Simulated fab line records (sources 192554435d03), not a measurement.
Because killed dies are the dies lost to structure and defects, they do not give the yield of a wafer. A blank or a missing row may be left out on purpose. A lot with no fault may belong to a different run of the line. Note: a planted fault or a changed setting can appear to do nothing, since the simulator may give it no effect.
Which of the tools did it? ; flow n5Finfet ; 29 wafers from 10 lots sampled at 5 of the route's 1938 steps

== WHAT THE GAUGES SHOWED, per wafer ==
N5_BEOL_M2_THK_MEAS_01.
lot;measured;on;M2_ILD_THK (nm)
L190;day 7 11:46;filmMetro-02;77.8 79.4 80.1
L191;day 7 13:29;filmMetro-02;78.6 79.6 79.0
L197;day 9 01:50;filmMetro-01;77.8 78.4 79.3
L200;day 9 20:38;filmMetro-01;78.6 143.4 78.8
L202;day 11 00:28;filmMetro-01;142.6 79.3 145.0
L203;day 11 09:05;filmMetro-02;143.1 78.8
L204;day 11 09:47;filmMetro-02;78.6 78.7 80.0
L206;day 11 15:47;filmMetro-02;79.1 77.8 78.4
L208;day 11 22:57;filmMetro-02;78.8 76.6 77.9
L210;day 12 11:57;filmMetro-01;78.9 77.8 80.0

== TOOL THAT RAN EACH LOT (tool first, then ch and the chambers of the sampled wafers, then the start) ==
lot;N5_BEOL_M1_ANNEAL_89;N5_BEOL_M1_ANNEAL_95;N5_BEOL_M1_CO_CAP_55;N5_BEOL_M2_ILD_DEP_00
L190;pvdSputter-01, day 7 09:32;pvdSputter-01, day 7 10:11;cvdCo-01 ch 0,1, day 7 11:25;pecvd-02 ch 0,1, day 7 11:42
L191;pvdSputter-01, day 7 11:25;pvdSputter-01, day 7 12:04;cvdCo-02 ch 0,2, day 7 13:08;pecvd-02 ch 0,2, day 7 13:25
L197;pvdSputter-02, day 8 23:50;pvdSputter-02, day 9 00:30;cvdCo-02 ch 0,1,2, day 9 01:32;pecvd-02 ch 0,1,2, day 9 01:47
L200;pvdSputter-02, day 9 18:39;pvdSputter-02, day 9 19:19;cvdCo-01 ch 0,1, day 9 20:19;pecvd-02 ch 0,2, day 9 20:34
L202;pvdSputter-01, day 10 22:29;pvdSputter-01, day 10 23:08;cvdCo-02 ch 0,1,2, day 11 00:09;pecvd-02 ch 0,1, day 11 00:24
L203;pvdSputter-03, day 11 07:07;pvdSputter-03, day 11 07:46;cvdCo-01 ch 0,1, day 11 08:46;pecvd-02 ch 1,2, day 11 09:01
L204;pvdSputter-02, day 11 07:40;pvdSputter-02, day 11 08:19;cvdCo-01 ch 1,2, day 11 09:28;pecvd-04 ch 0,2, day 11 09:43
L206;pvdSputter-02, day 11 13:41;pvdSputter-02, day 11 14:20;cvdCo-02 ch 0,2, day 11 15:27;pecvd-01 ch 0,1, day 11 15:43
L208;pvdSputter-01, day 11 20:39;pvdSputter-01, day 11 21:19;cvdCo-01 ch 0,1, day 11 22:36;pecvd-01 ch 0,1,2, day 11 22:53
L210;pvdSputter-02, day 12 09:59;pvdSputter-02, day 12 10:38;cvdCo-02 ch 1,2, day 12 11:38;pecvd-01 ch 0,1, day 12 11:53
- N5_BEOL_M1_ANNEAL_89: time 240 s.
- N5_BEOL_M1_ANNEAL_95: time 240 s.
- N5_BEOL_M1_CO_CAP_55: material Co, precursor CCTBA/H2, target thk 2 nm, time 102.1 s.
- N5_BEOL_M2_ILD_DEP_00: deposits SiOC from DEMS/O2, target thk 79 nm, time 15.3 s.

== THE ANSWER, worked out from the rows above alone ==
Rule: the usual values come from the lots themselves. The widest of any qualifying gaps counts: lots, ordered by their means at a reading, are off when they make up no more than a third of the lots, leave a main group of 4 or more, and stand apart from it by 3 or more times the standard deviation of that group's means. Not used: any main group whose means are identical at the precision the tables above print for the reading. A lot without any number at a reading at which 4 lots or more have one is off too. Any other lot the step has rows for is counted as sound.
Off: at N5_BEOL_M2_THK_MEAS_01 (M2_ILD_THK), L200, L202, L203. The main group: mean 78.7 nm, standard deviation 0.46.
A tool fits if, at a process step before that reading, it ran every lot that is off, and no sound lot after the first of them. Those tools and the gauges at N5_BEOL_M2_THK_MEAS_01 are tried in the same way. One candidate fits, namely pecvd-02 at N5_BEOL_M2_ILD_DEP_00. A fault onset in the window from L197 (day 9 01:47, its last sound lot) to L200 (day 9 20:34, its first lot off) fits.

== WHAT HAD BEEN PUT IN BY THE SIMULATOR ==
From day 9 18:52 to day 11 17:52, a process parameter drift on pecvd-02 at N5_BEOL_M2_ILD_DEP_00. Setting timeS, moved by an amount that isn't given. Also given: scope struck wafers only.
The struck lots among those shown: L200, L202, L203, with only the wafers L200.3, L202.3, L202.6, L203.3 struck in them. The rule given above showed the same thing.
